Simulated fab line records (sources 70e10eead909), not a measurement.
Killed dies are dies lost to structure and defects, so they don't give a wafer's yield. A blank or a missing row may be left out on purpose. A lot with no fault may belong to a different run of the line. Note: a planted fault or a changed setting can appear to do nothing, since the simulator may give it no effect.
What tool caused it?    flow nandHarc    6 lots, 18 wafers sampled, at 5 steps of a route of 1159

== WHAT THE GAUGES READ, wafer by wafer ==
NHARC_END_SORT_01.
lot   measured      on         killedAtPeriphery
L587  day 20 01:25  prober-01  5 1 2
L591  day 20 17:45  prober-02  4 7 5
L592  day 20 10:45  prober-02  4 8 5
L595  day 21 06:38  prober-02  9 3 2
L605  day 23 22:02  prober-02  621 2 3
L610  day 24 19:13  prober-02  1 2 3

== WHAT TOOL EACH LOT RAN ON (gives the tool, then ch and the chambers of the sampled wafers, and finally the start) ==
lot   NHARC_P_M0_PVD_21            NHARC_A_BONDPAD_CMP_19         NHARC_HYBRID_BOND_ACTIVATE_00      NHARC_THIN_TSV_PVD_19
L587  pvdSputter-02, day 6 01:23   cmp-03 ch 0,1,3, day 18 14:59  rieDiel-02 ch 0,1,2, day 18 15:37  pvdSputter-03, day 20 01:25 or earlier
L591  pvdSputter-01, day 6 18:58   cmp-04 ch 0,1,3, day 18 18:10  rieDiel-07 ch 0,3, day 18 18:47    pvdSputter-02, day 20 17:45 or earlier
L592  pvdSputter-02, day 7 02:23   cmp-03 ch 1,2,3, day 18 16:02  rieDiel-02 ch 0,2,3, day 18 16:43  pvdSputter-02, day 20 10:45 or earlier
L595  pvdSputter-02, day 7 20:19   cmp-03 ch 0,3, day 19 18:23    rieDiel-07 ch 0,1,3, day 19 19:00  pvdSputter-03, day 21 06:38 or earlier
L605  pvdSputter-01, day 10 07:28  cmp-02 ch 0,3, day 22 14:32    rieDiel-07 ch 0,3, day 22 15:08    pvdSputter-01, day 23 22:02 or earlier
L610  pvdSputter-03, day 11 16:46  cmp-04 ch 2,3, day 23 12:13    rieDiel-02 ch 0,1, day 23 12:49    pvdSputter-02, day 24 19:13 or earlier
- NHARC_P_M0_PVD_21: deposits Cu, target thk 30 nm, time 20.49 s.
- NHARC_A_BONDPAD_CMP_19: polishes, t overpolish 30 s, cu recess touch 16 s, target thk 169.8 nm.
- NHARC_HYBRID_BOND_ACTIVATE_00: chemistry N2, time 60 s.
- NHARC_THIN_TSV_PVD_19: deposits TaN, target thk 20 nm.

== THE ANSWER, worked out from the rows above alone ==
Rule: what is usual is taken from the lots themselves. The widest of any qualifying gaps counts: lots, ordered by their means at a reading, are off when they make up no more than a third of the lots, leave a main group of 4 or more, and stand apart from it by 3 or more times the standard deviation of that group's means. A main group whose means are all the same, to the digits that the tables above print for the reading, isn't used. Also off: a lot with no number at a reading for which 4 or more lots have one. All remaining lots with rows at the step are treated as sound.
Off at NHARC_END_SORT_01 (killedAtPeriphery): L605. For the main group the mean is 4.1 and the standard deviation 1.5.
If a tool, at a process step before that reading, ran all the lots that are off and no sound lot after the first of them, it fits. The gauges at NHARC_END_SORT_01 are tried like those tools. Because NHARC_THIN_TSV_PVD_19 lacks a start for some lots, the hours and order of its lots are taken from NHARC_END_SORT_01. Can't be told from this: 3 tools fit, pvdSputter-01 at NHARC_P_M0_PVD_21 and NHARC_THIN_TSV_PVD_19, cmp-02 at NHARC_A_BONDPAD_CMP_19, rieDiel-07 at NHARC_HYBRID_BOND_ACTIVATE_00.

== WHAT HAD BEEN PUT IN BY THE SIMULATOR ==
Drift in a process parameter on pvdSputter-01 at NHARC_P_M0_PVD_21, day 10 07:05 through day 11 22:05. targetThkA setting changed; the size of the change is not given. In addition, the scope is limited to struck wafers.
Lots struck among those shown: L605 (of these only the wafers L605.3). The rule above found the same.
